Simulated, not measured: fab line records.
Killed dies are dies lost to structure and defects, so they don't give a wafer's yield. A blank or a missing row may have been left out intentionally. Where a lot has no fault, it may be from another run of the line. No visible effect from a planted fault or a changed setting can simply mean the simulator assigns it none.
Chamber matching    flow n5_finfet    N5_BEOL_M1_CMP_52 on cmp-04 has 4 sister chambers
The step polishes, stops on SiOC, t overpolish 6.8 s, target thk 40 nm. 4 wafers are shown with their chamber, then 7 later ones without.

## WAFERS PAIRED WITH THEIR CHAMBERS
wafer   chamber  motor_current_A (A)
L083.6  0        6.6
L091.4  1        5.4
L093.3  3        6.2
L093.4  2        4.9

## WAFERS WITHOUT THEIR CHAMBER
wafer   motor_current_A (A)
L093.6  5.4
L095.2  5.2
L095.4  5.9
L095.6  5.4
L096.1  5.8
L096.5  5.6
L096.6  6.4

## WHICH CHAMBER EACH WENT THROUGH
wafer    from the rows above            in truth
L093.6   1                              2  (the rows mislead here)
L095.2   can't be placed: 1 or 2        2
L095.4   can't be placed: 3 or 1 or 0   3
L095.6   1                              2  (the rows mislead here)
L096.1   can't be placed: 1 or 3 or 0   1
L096.5   can't be placed: 1 or 3        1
L096.6   can't be placed: 0 or 3        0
Correct placement for 0 of the 7. From these rows, 5 cannot be placed; in 5 the true chamber is one of the candidates. 2 placed wrongly.
How it was worked out, from the rows above alone: a wafer's distance from a chamber is the root of the sum, over the readings, of the square of ((its reading less the chamber's mean) divided by the reading's scatter). If the next closest chamber is less than 2 further off than the closest, the wafer can't be placed; otherwise it belongs to the closest. For every chamber, the mean is computed from those of its wafers that are shown. The scatter (one wafer shown for each chamber): square how far every hidden wafer sits from the nearest shown wafer, average those squares and take the square root.
